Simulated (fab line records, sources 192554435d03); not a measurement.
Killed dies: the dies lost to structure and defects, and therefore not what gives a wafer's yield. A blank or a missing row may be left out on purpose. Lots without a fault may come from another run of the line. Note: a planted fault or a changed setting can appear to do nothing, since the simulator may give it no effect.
Which of the tools did it? :: flow n5Finfet :: 24 lots with 72 wafers sampled at 5 steps, on a route of 1938 steps

== WHAT THE GAUGES READ, wafer by wafer ==
N5_BEOL_M14_CD_MEAS_10: target cd 250 nm. Usual: cdNm 250.4 nm, standard deviation 1.6.
lot: L076
measured: day 12 01:37
on: cdSem-02
cdNm (nm): 249.6 250.7 251.6
flag: 

lot: L077
measured: day 12 09:02
on: cdSem-02
cdNm (nm): 252.4 249.1 250.6
flag: 

lot: L075
measured: day 12 09:56
on: cdSem-02
cdNm (nm): 249.8 250.4 248.3
flag: 

lot: L079
measured: day 13 03:53
on: cdSem-01
cdNm (nm): 251.8 247.7 248.0
flag: 

lot: L078
measured: day 13 11:10
on: cdSem-01
cdNm (nm): 249.1 249.3 249.9
flag: 

lot: L080
measured: day 13 14:47
on: cdSem-01
cdNm (nm): 250.2 251.6 251.5
flag: 

lot: L081
measured: day 13 15:16
on: cdSem-03
cdNm (nm): 250.4 248.9 250.7
flag: 

lot: L074
measured: day 13 16:05
on: cdSem-03
cdNm (nm): 247.3 248.9 251.3
flag: 

lot: L082
measured: day 13 18:03
on: cdSem-02
cdNm (nm): 251.0 251.7 251.6
flag: 

lot: L084
measured: day 14 01:37
on: cdSem-02
cdNm (nm): 251.7 250.2 252.1
flag: 

lot: L083
measured: day 14 04:05
on: cdSem-01
cdNm (nm): 249.3 249.8 248.8
flag: 

lot: L085
measured: day 14 05:46
on: cdSem-02
cdNm (nm): 250.2 249.3 246.2
flag: 

lot: L086
measured: day 14 21:14
on: cdSem-03
cdNm (nm): 249.2 248.6 249.1
flag: 

lot: L087
measured: day 15 19:11
on: cdSem-01
cdNm (nm): 250.5 251.9 251.4
flag: 

lot: L088
measured: day 15 19:23
on: cdSem-02
cdNm (nm): 252.0 252.4 248.9
flag: 

lot: L089
measured: day 15 23:51
on: cdSem-01
cdNm (nm): 249.2 249.3 251.6
flag: 

lot: L091
measured: day 16 10:02
on: cdSem-01
cdNm (nm): 250.0 252.4 253.3
flag: 

lot: L090
measured: day 16 12:39
on: cdSem-02
cdNm (nm): 251.5 251.2 248.8
flag: 

lot: L092
measured: day 16 13:36
on: cdSem-01
cdNm (nm): 249.5 251.1 251.1
flag: 

lot: L093
measured: day 17 06:42
on: cdSem-02
cdNm (nm): 250.9 251.2 254.3
flag: 

lot: L094
measured: day 17 14:56
on: cdSem-02
cdNm (nm): 250.0 253.1 250.0
flag: 

lot: L095
measured: day 17 14:58
on: cdSem-02
cdNm (nm): 250.4 247.8 249.8
flag: 

lot: L096
measured: day 17 20:48
on: cdSem-03
cdNm (nm): 249.5 248.3 248.5
flag: 

lot: L097
measured: day 17 23:27
on: cdSem-01
cdNm (nm): 250.4 251.9 249.6
flag: 

N5_BEOL_M14_CD_MEAS_17: target cd 250 nm. Usual: cdNm 250.8 nm, standard deviation 1.8.
lot: L076
measured: day 12 02:08
on: cdSem-01
cdNm (nm): 251.4 250.5 253.7
flag: 

lot: L077
measured: day 12 09:37
on: cdSem-03
cdNm (nm): 252.4 248.3 250.0
flag: 

lot: L075
measured: day 12 10:33
on: cdSem-02
cdNm (nm): 249.1 251.0 249.3
flag: 

lot: L079
measured: day 13 04:24
on: cdSem-01
cdNm (nm): 250.6 246.9 247.5
flag: 

lot: L078
measured: day 13 11:41
on: cdSem-03
cdNm (nm): 249.0 248.4 251.1
flag: 

lot: L080
measured: day 13 15:19
on: cdSem-02
cdNm (nm): 251.6 252.7 252.0
flag: 

lot: L081
measured: day 13 15:58
on: cdSem-01
cdNm (nm): 248.4 247.8 249.7
flag: 

lot: L074
measured: day 13 16:56
on: cdSem-02
cdNm (nm): 246.1 248.0 252.5
flag: 

lot: L082
measured: day 13 19:03
on: cdSem-01
cdNm (nm): 251.6 251.7 251.2
flag: 

lot: L084
measured: day 14 02:16
on: cdSem-03
cdNm (nm): 251.8 250.8 253.3
flag: 

lot: L083
measured: day 14 04:37
on: cdSem-01
cdNm (nm): 250.7 250.4 248.8
flag: 

lot: L085
measured: day 14 06:18
on: cdSem-03
cdNm (nm): 249.4 249.8 247.8
flag: 

lot: L086
measured: day 14 21:52
on: cdSem-03
cdNm (nm): 249.9 249.1 249.7
flag: 

lot: L087
measured: day 15 19:43
on: cdSem-01
cdNm (nm): 249.8 254.2 251.5
flag: 

lot: L088
measured: day 15 19:55
on: cdSem-01
cdNm (nm): 252.2 253.0 250.0
flag: 

lot: L089
measured: day 16 00:22
on: cdSem-01
cdNm (nm): 249.1 249.3 252.5
flag: 

lot: L091
measured: day 16 10:34
on: cdSem-03
cdNm (nm): 251.0 253.0 253.6
flag: 

lot: L090
measured: day 16 13:11
on: cdSem-01
cdNm (nm): 250.6 250.8 249.3
flag: 

lot: L092
measured: day 16 14:13
on: cdSem-02
cdNm (nm): 251.8 252.0 252.1
flag: 

lot: L093
measured: day 17 07:23
on: cdSem-02
cdNm (nm): 252.8 252.6 254.8
flag: 

lot: L094
measured: day 17 15:28
on: cdSem-02
cdNm (nm): 249.3 252.9 250.2
flag: 

lot: L095
measured: day 17 15:30
on: cdSem-02
cdNm (nm): 251.4 247.3 251.0
flag: 

lot: L096
measured: day 17 21:19
on: cdSem-03
cdNm (nm): 250.1 249.1 248.2
flag: 

lot: L097
measured: day 17 23:59
on: cdSem-01
cdNm (nm): 250.4 250.5 249.0
flag: 

== TOOL THAT RAN EACH LOT (tool first, then ch and the chambers of the sampled wafers, then the start) ==
lot: L076
N5_BEOL_M13_ILD_DEP_00: pecvd-01 ch 0, day 11 20:02
N5_BEOL_M13_ETCH_59: rieDiel-04 ch 0,2,3, day 11 20:55
N5_BEOL_M14_STRIP_64: rieDiel-03 ch 1,2, day 12 02:08 or earlier

lot: L077
N5_BEOL_M13_ILD_DEP_00: pecvd-02 ch 0,2, day 12 03:53
N5_BEOL_M13_ETCH_59: rieDiel-06 ch 1,3, day 12 04:35
N5_BEOL_M14_STRIP_64: rieDiel-05 ch 2,3, day 12 09:37 or earlier

lot: L075
N5_BEOL_M13_ILD_DEP_00: pecvd-04 ch 0,1,2, day 12 04:17
N5_BEOL_M13_ETCH_59: rieDiel-02 ch 1,3, day 12 04:59
N5_BEOL_M14_STRIP_64: rieDiel-03 ch 0,2, day 12 10:33 or earlier

lot: L079
N5_BEOL_M13_ILD_DEP_00: pecvd-01 ch 0,2, day 12 22:49
N5_BEOL_M13_ETCH_59: rieDiel-06 ch 0,1,3, day 12 23:25
N5_BEOL_M14_STRIP_64: rieDiel-01 ch 1,3, day 13 04:24 or earlier

lot: L078
N5_BEOL_M13_ILD_DEP_00: pecvd-04 ch 0,1, day 12 23:28
N5_BEOL_M13_ETCH_59: rieDiel-06 ch 0,3, day 13 00:02
N5_BEOL_M14_STRIP_64: rieDiel-03 ch 2,3, day 13 11:41 or earlier

lot: L080
N5_BEOL_M13_ILD_DEP_00: pecvd-04 ch 1,2, day 13 02:43
N5_BEOL_M13_ETCH_59: rieDiel-02 ch 1,2,3, day 13 03:25
N5_BEOL_M14_STRIP_64: rieDiel-01 ch 0,2, day 13 15:19 or earlier

lot: L081
N5_BEOL_M13_ILD_DEP_00: pecvd-04 ch 0,2, day 13 03:03
N5_BEOL_M13_ETCH_59: rieDiel-04 ch 1,3, day 13 03:38
N5_BEOL_M14_STRIP_64: rieDiel-03 ch 0,2, day 13 15:58 or earlier

lot: L074
N5_BEOL_M13_ILD_DEP_00: pecvd-01 ch 0,1,2, day 13 10:48
N5_BEOL_M13_ETCH_59: rieDiel-06 ch 1,2,3, day 13 11:32
N5_BEOL_M14_STRIP_64: rieDiel-03 ch 1,2, day 13 16:56 or earlier

lot: L082
N5_BEOL_M13_ILD_DEP_00: pecvd-02 ch 0,2, day 13 11:59
N5_BEOL_M13_ETCH_59: rieDiel-04 ch 1,2,3, day 13 12:37
N5_BEOL_M14_STRIP_64: rieDiel-01 ch 1,2,3, day 13 19:03 or earlier

lot: L084
N5_BEOL_M13_ILD_DEP_00: pecvd-04 ch 1,2, day 13 20:40
N5_BEOL_M13_ETCH_59: rieDiel-02 ch 1,3, day 13 21:14
N5_BEOL_M14_STRIP_64: rieDiel-01 ch 0,2,3, day 14 02:16 or earlier

lot: L083
N5_BEOL_M13_ILD_DEP_00: pecvd-02 ch 1,2, day 13 20:49
N5_BEOL_M13_ETCH_59: rieDiel-06 ch 0,1,2, day 13 21:25
N5_BEOL_M14_STRIP_64: rieDiel-01 ch 0,1,2, day 14 04:37 or earlier

lot: L085
N5_BEOL_M13_ILD_DEP_00: pecvd-01 ch 1,2, day 13 21:50
N5_BEOL_M13_ETCH_59: rieDiel-02 ch 0,2, day 13 23:41
N5_BEOL_M14_STRIP_64: rieDiel-01 ch 1,2,3, day 14 06:18 or earlier

lot: L086
N5_BEOL_M13_ILD_DEP_00: pecvd-02 ch 0,2, day 14 15:52
N5_BEOL_M13_ETCH_59: rieDiel-04 ch 1,3, day 14 16:27
N5_BEOL_M14_STRIP_64: rieDiel-01 ch 0,3, day 14 21:52 or earlier

lot: L087
N5_BEOL_M13_ILD_DEP_00: pecvd-04 ch 0,2, day 15 11:29
N5_BEOL_M13_ETCH_59: rieDiel-02 ch 0,1,3, day 15 12:11
N5_BEOL_M14_STRIP_64: rieDiel-01 ch 0,1,2, day 15 19:43 or earlier

lot: L088
N5_BEOL_M13_ILD_DEP_00: pecvd-02 ch 0,1, day 15 11:43
N5_BEOL_M13_ETCH_59: rieDiel-06 ch 0,2,3, day 15 12:33
N5_BEOL_M14_STRIP_64: rieDiel-03 ch 1,2,3, day 15 19:55 or earlier

lot: L089
N5_BEOL_M13_ILD_DEP_00: pecvd-04 ch 0,2, day 15 18:07
N5_BEOL_M13_ETCH_59: rieDiel-02 ch 0,2,3, day 15 19:04
N5_BEOL_M14_STRIP_64: rieDiel-05 ch 0,1,3, day 16 00:22 or earlier

lot: L091
N5_BEOL_M13_ILD_DEP_00: pecvd-04 ch 1,2, day 16 04:14
N5_BEOL_M13_ETCH_59: rieDiel-02 ch 1,2, day 16 04:49
N5_BEOL_M14_STRIP_64: rieDiel-01 ch 0,2,3, day 16 10:34 or earlier

lot: L090
N5_BEOL_M13_ILD_DEP_00: pecvd-04 ch 0,1,2, day 16 04:35
N5_BEOL_M13_ETCH_59: rieDiel-06 ch 0,3, day 16 05:45
N5_BEOL_M14_STRIP_64: rieDiel-05 ch 0,2,3, day 16 13:11 or earlier

lot: L092
N5_BEOL_M13_ILD_DEP_00: pecvd-02 ch 0,1, day 16 08:01
N5_BEOL_M13_ETCH_59: rieDiel-06 ch 0,1,2, day 16 08:44
N5_BEOL_M14_STRIP_64: rieDiel-03 ch 1,2, day 16 14:13 or earlier

lot: L093
N5_BEOL_M13_ILD_DEP_00: pecvd-04 ch 0,1,2, day 16 21:28
N5_BEOL_M13_ETCH_59: rieDiel-02 ch 0,2,3, day 16 22:02
N5_BEOL_M14_STRIP_64: rieDiel-05 ch 0,1, day 17 07:23 or earlier

lot: L094
N5_BEOL_M13_ILD_DEP_00: pecvd-02 ch 0,2, day 17 09:23
N5_BEOL_M13_ETCH_59: rieDiel-02 ch 1,2,3, day 17 10:05
N5_BEOL_M14_STRIP_64: rieDiel-03 ch 2,3, day 17 15:28 or earlier

lot: L095
N5_BEOL_M13_ILD_DEP_00: pecvd-01 ch 0,2, day 17 09:39
N5_BEOL_M13_ETCH_59: rieDiel-06 ch 0,1,2, day 17 10:22
N5_BEOL_M14_STRIP_64: rieDiel-01 ch 0,1,3, day 17 15:30 or earlier

lot: L096
N5_BEOL_M13_ILD_DEP_00: pecvd-01 ch 0,2, day 17 14:05
N5_BEOL_M13_ETCH_59: rieDiel-02 ch 0,1,2, day 17 14:40
N5_BEOL_M14_STRIP_64: rieDiel-01 ch 0,1,3, day 17 21:19 or earlier

lot: L097
N5_BEOL_M13_ILD_DEP_00: pecvd-02 ch 0,1,2, day 17 14:29
N5_BEOL_M13_ETCH_59: rieDiel-04 ch 1,2,3, day 17 15:12
N5_BEOL_M14_STRIP_64: rieDiel-03 ch 0,2,3, day 17 23:59 or earlier
- N5_BEOL_M13_ILD_DEP_00: deposits SiOC from DEMS/O2, target thk 837.92 nm, time 166.4 s.
- N5_BEOL_M13_ETCH_59: etches BARC in N2/H2, target depth 89 nm, overetch 26.7 nm, time 67.9 s.
- N5_BEOL_M14_STRIP_64: strips in O2.

== AS READ BY THE TOOLS THEMSELVES (means over the sampled wafers that have a number; for cases with no such wafer, the mark the record gives instead) ==
N5_BEOL_M13_ILD_DEP_00. Usual: heaterPowerW 473 W, standard deviation 75; showerheadPlenumPTorr 5.699 Torr, standard deviation 0.015; susceptorTempC 349.96 C, standard deviation 0.21; throttleValvePct 12.3 %, standard deviation 0.77.
lot: L076
tool: pecvd-01
heaterPowerW (W): 530
showerheadPlenumPTorr (Torr): 5.724
susceptorTempC (C): 349.70
throttleValvePct (%): 12.3
flag: 

lot: L077
tool: pecvd-02
heaterPowerW (W): 419
showerheadPlenumPTorr (Torr): 5.695
susceptorTempC (C): 349.73
throttleValvePct (%): 11.3
flag: 

lot: L075
tool: pecvd-04
heaterPowerW (W): 445
showerheadPlenumPTorr (Torr): 5.707
susceptorTempC (C): 350.02
throttleValvePct (%): 12.9
flag: 

lot: L079
tool: pecvd-01
heaterPowerW (W): 469
showerheadPlenumPTorr (Torr): 5.691
susceptorTempC (C): 349.74
throttleValvePct (%): 12.0
flag: 

lot: L078
tool: pecvd-04
heaterPowerW (W): 408
showerheadPlenumPTorr (Torr): 5.715
susceptorTempC (C): 350.19
throttleValvePct (%): 13.3
flag: 

lot: L080
tool: pecvd-04
heaterPowerW (W): 509
showerheadPlenumPTorr (Torr): 5.705
susceptorTempC (C): 349.89
throttleValvePct (%): 12.8
flag: 

lot: L081
tool: pecvd-04
heaterPowerW (W): 446
showerheadPlenumPTorr (Torr): 5.689
susceptorTempC (C): 349.87
throttleValvePct (%): 12.3
flag: 

lot: L074
tool: pecvd-01
heaterPowerW (W): 526
showerheadPlenumPTorr (Torr): 5.692
susceptorTempC (C): 350.09
throttleValvePct (%): 12.2
flag: 

lot: L082
tool: pecvd-02
heaterPowerW (W): 424
showerheadPlenumPTorr (Torr): 5.709
susceptorTempC (C): 349.89
throttleValvePct (%): 11.6
flag: 

lot: L084
tool: pecvd-04
heaterPowerW (W): 537
showerheadPlenumPTorr (Torr): 5.697
susceptorTempC (C): 349.88
throttleValvePct (%): 12.7
flag: 

lot: L083
tool: pecvd-02
heaterPowerW (W): 486
showerheadPlenumPTorr (Torr): 5.692
susceptorTempC (C): 350.21
throttleValvePct (%): 11.9
flag: 

lot: L085
tool: pecvd-01
heaterPowerW (W): 501
showerheadPlenumPTorr (Torr): 5.683
susceptorTempC (C): 350.28
throttleValvePct (%): 12.1
flag: 

lot: L086
tool: pecvd-02
heaterPowerW (W): 454
showerheadPlenumPTorr (Torr): 5.692
susceptorTempC (C): 350.07
throttleValvePct (%): 11.4
flag: 

lot: L087
tool: pecvd-04
heaterPowerW (W): 441
showerheadPlenumPTorr (Torr): 5.697
susceptorTempC (C): 350.21
throttleValvePct (%): 12.2
flag: 

lot: L088
tool: pecvd-02
heaterPowerW (W): 499
showerheadPlenumPTorr (Torr): 5.701
susceptorTempC (C): 349.87
throttleValvePct (%): 12.1
flag: 

lot: L089
tool: pecvd-04
heaterPowerW (W): 457
showerheadPlenumPTorr (Torr): 5.691
susceptorTempC (C): 349.82
throttleValvePct (%): 12.1
flag: 

lot: L091
tool: pecvd-04
heaterPowerW (W): 406
showerheadPlenumPTorr (Torr): 5.713
susceptorTempC (C): 349.84
throttleValvePct (%): 13.3
flag: 

lot: L090
tool: pecvd-04
heaterPowerW (W): 441
showerheadPlenumPTorr (Torr): 5.700
susceptorTempC (C): 349.77
throttleValvePct (%): 12.8
flag: 

lot: L092
tool: pecvd-02
heaterPowerW (W): 548
showerheadPlenumPTorr (Torr): 5.695
susceptorTempC (C): 350.08
throttleValvePct (%): 11.9
flag: 

lot: L093
tool: pecvd-04
heaterPowerW (W): 453
showerheadPlenumPTorr (Torr): 5.699
susceptorTempC (C): 349.92
throttleValvePct (%): 12.9
flag: 

lot: L094
tool: pecvd-02
heaterPowerW (W): 436
showerheadPlenumPTorr (Torr): 5.694
susceptorTempC (C): 350.13
throttleValvePct (%): 11.5
flag: 

lot: L095
tool: pecvd-01
heaterPowerW (W): 492
showerheadPlenumPTorr (Torr): 5.707
susceptorTempC (C): 349.90
throttleValvePct (%): 12.2
flag: 

lot: L096
tool: pecvd-01
heaterPowerW (W): 490
showerheadPlenumPTorr (Torr): 5.705
susceptorTempC (C): 350.00
throttleValvePct (%): 12.1
flag: 

lot: L097
tool: pecvd-02
heaterPowerW (W): 443
showerheadPlenumPTorr (Torr): 5.693
susceptorTempC (C): 349.74
throttleValvePct (%): 11.6
flag: 

N5_BEOL_M13_ETCH_59. Usual: drypumpMotorCurrentA 5.8 A, standard deviation 0.34; oesProductAu 0.70 a.u., standard deviation 0.065; rfVppV 525.3 V, standard deviation 2.2; showerheadPlenumPTorr 2.59 Torr, standard deviation 0.076; throttleValvePct 17.89 %, standard deviation 0.26.
lot: L076
tool: rieDiel-04
drypumpMotorCurrentA (A): 5.7
oesProductAu (a.u.): 0.73
rfVppV (V): 527.1
showerheadPlenumPTorr (Torr): 2.66
throttleValvePct (%): 17.86
flag: 

lot: L077
tool: rieDiel-06
drypumpMotorCurrentA (A): 5.9
oesProductAu (a.u.): 0.77
rfVppV (V): 525.9
showerheadPlenumPTorr (Torr): 2.62
throttleValvePct (%): 17.95
flag: 

lot: L075
tool: rieDiel-02
drypumpMotorCurrentA (A): 5.9
oesProductAu (a.u.): 0.66
rfVppV (V): 523.9
showerheadPlenumPTorr (Torr): 2.55
throttleValvePct (%): 18.12
flag: 

lot: L079
tool: rieDiel-06
drypumpMotorCurrentA (A): 5.9
oesProductAu (a.u.): 0.73
rfVppV (V): 525.7
showerheadPlenumPTorr (Torr): 2.58
throttleValvePct (%): 17.85
flag: 

lot: L078
tool: rieDiel-06
drypumpMotorCurrentA (A): 5.9
oesProductAu (a.u.): 0.70
rfVppV (V): 523.3
showerheadPlenumPTorr (Torr): 2.50
throttleValvePct (%): 18.06
flag: 

lot: L080
tool: rieDiel-02
drypumpMotorCurrentA (A): 5.7
oesProductAu (a.u.): 0.70
rfVppV (V): 523.6
showerheadPlenumPTorr (Torr): 2.56
throttleValvePct (%): 18.00
flag: 

lot: L081
tool: rieDiel-04
drypumpMotorCurrentA (A): 5.7
oesProductAu (a.u.): 0.77
rfVppV (V): 523.3
showerheadPlenumPTorr (Torr): 2.53
throttleValvePct (%): 17.73
flag: 

lot: L074
tool: rieDiel-06
drypumpMotorCurrentA (A): 5.9
oesProductAu (a.u.): 0.70
rfVppV (V): 525.6
showerheadPlenumPTorr (Torr): 2.60
throttleValvePct (%): 17.94
flag: 

lot: L082
tool: rieDiel-04
drypumpMotorCurrentA (A): 5.5
oesProductAu (a.u.): 0.71
rfVppV (V): 525.4
showerheadPlenumPTorr (Torr): 2.58
throttleValvePct (%): 17.83
flag: 

lot: L084
tool: rieDiel-02
drypumpMotorCurrentA (A): 5.9
oesProductAu (a.u.): 0.68
rfVppV (V): 524.2
showerheadPlenumPTorr (Torr): 2.56
throttleValvePct (%): 17.99
flag: 

lot: L083
tool: rieDiel-06
drypumpMotorCurrentA (A): 5.9
oesProductAu (a.u.): 0.71
rfVppV (V): 526.5
showerheadPlenumPTorr (Torr): 2.63
throttleValvePct (%): 17.65
flag: 

lot: L085
tool: rieDiel-02
drypumpMotorCurrentA (A): 5.7
oesProductAu (a.u.): 0.76
rfVppV (V): 525.6
showerheadPlenumPTorr (Torr): 2.62
throttleValvePct (%): 17.83
flag: 

lot: L086
tool: rieDiel-04
drypumpMotorCurrentA (A): 5.6
oesProductAu (a.u.): 0.76
rfVppV (V): 523.2
showerheadPlenumPTorr (Torr): 2.52
throttleValvePct (%): 17.75
flag: 

lot: L087
tool: rieDiel-02
drypumpMotorCurrentA (A): 6.1
oesProductAu (a.u.): 0.70
rfVppV (V): 525.5
showerheadPlenumPTorr (Torr): 2.60
throttleValvePct (%): 17.94
flag: 

lot: L088
tool: rieDiel-06
drypumpMotorCurrentA (A): 5.9
oesProductAu (a.u.): 0.66
rfVppV (V): 524.3
showerheadPlenumPTorr (Torr): 2.56
throttleValvePct (%): 17.87
flag: 

lot: L089
tool: rieDiel-02
drypumpMotorCurrentA (A): 5.9
oesProductAu (a.u.): 0.73
rfVppV (V): 526.8
showerheadPlenumPTorr (Torr): 2.61
throttleValvePct (%): 17.82
flag: 

lot: L091
tool: rieDiel-02
drypumpMotorCurrentA (A): 5.5
oesProductAu (a.u.): 0.68
rfVppV (V): 524.0
showerheadPlenumPTorr (Torr): 2.55
throttleValvePct (%): 18.06
flag: 

lot: L090
tool: rieDiel-06
drypumpMotorCurrentA (A): 5.9
oesProductAu (a.u.): 0.68
rfVppV (V): 523.4
showerheadPlenumPTorr (Torr): 2.49
throttleValvePct (%): 18.10
flag: 

lot: L092
tool: rieDiel-06
drypumpMotorCurrentA (A): 5.9
oesProductAu (a.u.): 0.69
rfVppV (V): 526.0
showerheadPlenumPTorr (Torr): 2.63
throttleValvePct (%): 17.68
flag: 

lot: L093
tool: rieDiel-02
drypumpMotorCurrentA (A): 5.9
oesProductAu (a.u.): 0.72
rfVppV (V): 525.3
showerheadPlenumPTorr (Torr): 2.61
throttleValvePct (%): 17.86
flag: 

lot: L094
tool: rieDiel-02
drypumpMotorCurrentA (A): 5.7
oesProductAu (a.u.): 0.67
rfVppV (V): 523.8
showerheadPlenumPTorr (Torr): 2.55
throttleValvePct (%): 18.06
flag: 

lot: L095
tool: rieDiel-06
drypumpMotorCurrentA (A): 5.9
oesProductAu (a.u.): 0.68
rfVppV (V): 526.9
showerheadPlenumPTorr (Torr): 2.62
throttleValvePct (%): 17.69
flag: 

lot: L096
tool: rieDiel-02
drypumpMotorCurrentA (A): 5.9
oesProductAu (a.u.): 0.69
rfVppV (V): 525.9
showerheadPlenumPTorr (Torr): 2.59
throttleValvePct (%): 18.00
flag: 

lot: L097
tool: rieDiel-04
drypumpMotorCurrentA (A): 5.5
oesProductAu (a.u.): 0.68
rfVppV (V): 524.2
showerheadPlenumPTorr (Torr): 2.57
throttleValvePct (%): 17.88
flag: 

N5_BEOL_M14_STRIP_64. Usual: drypumpMotorCurrentA 5.6 A, standard deviation 0.51; oesProductAu 0.77 a.u., standard deviation 0.077; rfVppV 3.6 V, standard deviation 0.49; showerheadPlenumPTorr 2.14 Torr, standard deviation 0.059; throttleValvePct 16.82 %, standard deviation 0.21.
lot: L076
tool: rieDiel-03
drypumpMotorCurrentA (A): 5.2
oesProductAu (a.u.): 0.75
rfVppV (V): 3.4
showerheadPlenumPTorr (Torr): 2.11
throttleValvePct (%): 16.89
flag: 

lot: L077
tool: rieDiel-05
drypumpMotorCurrentA (A): 4.9
oesProductAu (a.u.): 0.82
rfVppV (V): 3.3
showerheadPlenumPTorr (Torr): 2.21
throttleValvePct (%): 16.75
flag: 

lot: L075
tool: rieDiel-03
drypumpMotorCurrentA (A): 5.6
oesProductAu (a.u.): 0.72
rfVppV (V): 3.7
showerheadPlenumPTorr (Torr): 2.15
throttleValvePct (%): 16.86
flag: 

lot: L079
tool: rieDiel-01
drypumpMotorCurrentA (A): 5.3
oesProductAu (a.u.): 0.78
rfVppV (V): 4.1
showerheadPlenumPTorr (Torr): 2.14
throttleValvePct (%): 16.73
flag: 

lot: L078
tool: rieDiel-03
drypumpMotorCurrentA (A): 6.0
oesProductAu (a.u.): 0.86
rfVppV (V): 3.6
showerheadPlenumPTorr (Torr): 2.20
throttleValvePct (%): 16.84
flag: 

lot: L080
tool: rieDiel-01
drypumpMotorCurrentA (A): 5.4
oesProductAu (a.u.): 0.71
rfVppV (V): 3.3
showerheadPlenumPTorr (Torr): 2.15
throttleValvePct (%): 16.93
flag: 

lot: L081
tool: rieDiel-03
drypumpMotorCurrentA (A): 5.4
oesProductAu (a.u.): 0.72
rfVppV (V): 3.4
showerheadPlenumPTorr (Torr): 2.13
throttleValvePct (%): 17.01
flag: 

lot: L074
tool: rieDiel-03
drypumpMotorCurrentA (A): 5.3
oesProductAu (a.u.): 0.73
rfVppV (V): 3.6
showerheadPlenumPTorr (Torr): 2.11
throttleValvePct (%): 17.01
flag: 

lot: L082
tool: rieDiel-01
drypumpMotorCurrentA (A): 5.2
oesProductAu (a.u.): 0.73
rfVppV (V): 3.7
showerheadPlenumPTorr (Torr): 2.15
throttleValvePct (%): 16.87
flag: 

lot: L084
tool: rieDiel-01
drypumpMotorCurrentA (A): 5.6
oesProductAu (a.u.): 0.71
rfVppV (V): 3.4
showerheadPlenumPTorr (Torr): 2.14
throttleValvePct (%): 16.79
flag: 

lot: L083
tool: rieDiel-01
drypumpMotorCurrentA (A): 5.5
oesProductAu (a.u.): 0.76
rfVppV (V): 3.2
showerheadPlenumPTorr (Torr): 2.13
throttleValvePct (%): 16.80
flag: 

lot: L085
tool: rieDiel-01
drypumpMotorCurrentA (A): 5.2
oesProductAu (a.u.): 0.73
rfVppV (V): 3.9
showerheadPlenumPTorr (Torr): 2.15
throttleValvePct (%): 16.87
flag: 

lot: L086
tool: rieDiel-01
drypumpMotorCurrentA (A): 6.0
oesProductAu (a.u.): 0.74
rfVppV (V): 3.5
showerheadPlenumPTorr (Torr): 2.11
throttleValvePct (%): 16.59
flag: 

lot: L087
tool: rieDiel-01
drypumpMotorCurrentA (A): 5.6
oesProductAu (a.u.): 0.74
rfVppV (V): 3.5
showerheadPlenumPTorr (Torr): 2.13
throttleValvePct (%): 16.82
flag: 

lot: L088
tool: rieDiel-03
drypumpMotorCurrentA (A): 5.6
oesProductAu (a.u.): 0.78
rfVppV (V): 3.3
showerheadPlenumPTorr (Torr): 2.15
throttleValvePct (%): 16.91
flag: 

lot: L089
tool: rieDiel-05
drypumpMotorCurrentA (A): 5.5
oesProductAu (a.u.): 0.78
rfVppV (V): 3.5
showerheadPlenumPTorr (Torr): 2.08
throttleValvePct (%): 16.88
flag: 

lot: L091
tool: rieDiel-01
drypumpMotorCurrentA (A): 5.6
oesProductAu (a.u.): 0.69
rfVppV (V): 4.0
showerheadPlenumPTorr (Torr): 2.13
throttleValvePct (%): 16.82
flag: 

lot: L090
tool: rieDiel-05
drypumpMotorCurrentA (A): 5.5
oesProductAu (a.u.): 0.77
rfVppV (V): 3.8
showerheadPlenumPTorr (Torr): 2.14
throttleValvePct (%): 16.89
flag: 

lot: L092
tool: rieDiel-03
drypumpMotorCurrentA (A): 5.3
oesProductAu (a.u.): 0.72
rfVppV (V): 3.5
showerheadPlenumPTorr (Torr): 2.10
throttleValvePct (%): 17.07
flag: 

lot: L093
tool: rieDiel-05
drypumpMotorCurrentA (A): 5.8
oesProductAu (a.u.): 0.78
rfVppV (V): 3.7
showerheadPlenumPTorr (Torr): 2.02
throttleValvePct (%): 16.86
flag: 

lot: L094
tool: rieDiel-03
drypumpMotorCurrentA (A): 6.0
oesProductAu (a.u.): 0.81
rfVppV (V): 3.6
showerheadPlenumPTorr (Torr): 2.19
throttleValvePct (%): 16.90
flag: 

lot: L095
tool: rieDiel-01
drypumpMotorCurrentA (A): 5.7
oesProductAu (a.u.): 0.83
rfVppV (V): 3.4
showerheadPlenumPTorr (Torr): 2.11
throttleValvePct (%): 16.57
flag: 

lot: L096
tool: rieDiel-01
drypumpMotorCurrentA (A): 5.6
oesProductAu (a.u.): 0.84
rfVppV (V): 3.0
showerheadPlenumPTorr (Torr): 2.11
throttleValvePct (%): 16.59
flag: 

lot: L097
tool: rieDiel-03
drypumpMotorCurrentA (A): 5.8
oesProductAu (a.u.): 0.75
rfVppV (V): 3.6
showerheadPlenumPTorr (Torr): 2.16
throttleValvePct (%): 16.94
flag: 

== THE ANSWER, worked out from the rows above alone ==
Rule: take the mean of a lot's wafers that have a number; if it is more than 3 standard deviations from the usual mean, the lot is off. Also off: a lot with no number at a reading for which 4 or more lots have one. Where the step has rows for the other lots, those lots are counted as sound. First the gauges in route order, then the tools' own readings, where a lot's mean is used as printed above. The first step at which some lot is off is used, and at that step the reading that is off furthest; a lot without a number counts as furthest.
None of the lots is off at any reading shown; this tells nothing.

== WHAT THE SIMULATOR HAD INSERTED ==
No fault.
